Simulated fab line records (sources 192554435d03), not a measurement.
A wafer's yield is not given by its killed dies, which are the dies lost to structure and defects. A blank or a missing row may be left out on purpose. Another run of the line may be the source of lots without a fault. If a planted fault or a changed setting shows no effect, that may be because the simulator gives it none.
8D (eight disciplines) problem report, filled in by code || flow n5 finfet || the parts of the form that need people (team, actions taken, sign-off) are left out

## 1. WHAT WENT WRONG
killed_at_M0_to_M3 at N5_PASSIVATION_PROBE_49 reads a mean of 146 on 3 wafers of 2 lots; wafers without a fault read 33 with a standard deviation of 10. Measured from the usual mean, that is +11 standard deviations.
First seen on wafer L381.3, day 18 20:53, on prober-02. The record holds 6 wafers of 2 lots with a number at this step. Rule for "out", or "out of limits": more than 4 standard deviations from the usual mean. The rest of the wafers with a number are treated as sound.

## 2. WHAT IT IS AND WHAT IT IS NOT
{"question": "which readings at this step", "is": "killed_at_M0_to_M3, defect limited yield, killed dies, sort_bin_5_function, sort n pass, sort yield pct", "is not": "killed_at_M4_up, killed at contacts, killed at front end, killed at other, killed open, killed short, sort_bin_6_memory, sort_bin_8_speed"}
{"question": "which lots", "is": "L381, L382", "is not": "-"}
{"question": "which wafers of those lots", "is": "L381.3, L381.5, L382.2", "is not": "L381.1, L382.1, L382.5"}
{"question": "read on which tools", "is": "prober-02", "is not": "-"}
{"question": "when", "is": "from day 18 20:53", "is not": "up to then (1 sound wafer); but 2 sound wafers of L382 came after"}

## 3. SUSPECTS, AND WHAT RULES EACH OUT
Counting: if a tool at a process step up to the reading ran every lot that is out, it stays a suspect. Sound lots after the first of them don't rule it out here, since some wafers of a struck lot are sound.
- pvd sputter-03 at N5_BEOL_M1_SPUTTER_94 (material Cu, target thk 4.5 nm, time 8.29 s): kept. It ran every lot that is out, first L381 (day 11 17:23).
- ald hk-02 at N5_MIM_TOP_ALD_00 (deposits Al2O3, purge time 3 s, co reactant pulse time 3 s): kept. It ran every lot that is out, first L381 (day 18 06:55).
- rie diel-03 at N5_PASSIVATION_STRIP_14 (strips in O2): kept. It ran every lot that is out, first L381 (day 18 14:34).
- prober-02 at N5_PASSIVATION_PROBE_49: kept. It ran every lot that is out, first L381 (day 18 20:47). Its own defect limited yield, killed_at_M0_to_M3, killed dies, sort_bin_5_function, sort n pass, sort yield pct readings are out on those wafers.
Left after counting: pvd sputter-03 at N5_BEOL_M1_SPUTTER_94, ald hk-02 at N5_MIM_TOP_ALD_00, rie diel-03 at N5_PASSIVATION_STRIP_14, prober-02 at N5_PASSIVATION_PROBE_49.

## 4. THE CAUSE (what the simulator had put in)
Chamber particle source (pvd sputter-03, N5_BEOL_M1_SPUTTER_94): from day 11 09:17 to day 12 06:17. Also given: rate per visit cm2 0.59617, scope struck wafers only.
Counting leaves 4 suspects; this tool is one of them.

## 5. THE EFFECT CHAIN, in route order
Each row: a reading where the mean over the struck wafers with a number is more than 3 standard deviations away from the usual. Readings are gone through only where the record gives a usual standard deviation; hours: the median, over the lots, of the time from a lot's start at the first step in this table giving one to that lot's start at this step; sigmas: the change measured in usual standard deviations.
{"hours": 0, "step": "N5_PASSIVATION_PROBE_49", "reading": "defect limited yield", "usual": "91.6 %", "on struck wafers": 81.8, "change": -9.8, "sigmas": -7.0}
{"hours": 0, "step": "N5_PASSIVATION_PROBE_49", "reading": "killed_at_M0_to_M3", "usual": 33, "on struck wafers": 146, "change": "+113", "sigmas": "+11"}
{"hours": 0, "step": "N5_PASSIVATION_PROBE_49", "reading": "killed dies", "usual": 99, "on struck wafers": 215, "change": "+116", "sigmas": "+7.3"}
{"hours": 0, "step": "N5_PASSIVATION_PROBE_49", "reading": "sort_bin_5_function", "usual": "4.9 %", "on struck wafers": 12.0, "change": "+7.1", "sigmas": "+7.9"}
{"hours": 0, "step": "N5_PASSIVATION_PROBE_49", "reading": "sort n pass", "usual": 1081, "on struck wafers": 965, "change": -116, "sigmas": -6.8}
{"hours": 0, "step": "N5_PASSIVATION_PROBE_49", "reading": "sort yield pct", "usual": "91.6 %", "on struck wafers": 81.8, "change": -9.8, "sigmas": -7.0}
The process steps in it:
- N5_PASSIVATION_PROBE_49

## 6. HOW IT WOULD HAVE BEEN CAUGHT EARLIER
First out-of-limits reading in this record: day 18 20:53, which is 180 hours after fault onset at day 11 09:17.
No tool reading at N5_BEOL_M1_SPUTTER_94 that has a usual standard deviation in the record was out on any struck wafer, so an alarm limit of 4 standard deviations on those readings would not have fired.
All the lots that are out (2) had begun N5_BEOL_M1_SPUTTER_94 on pvd sputter-03 by day 18 20:53. A hold on the tool at that time would have spared none of them.
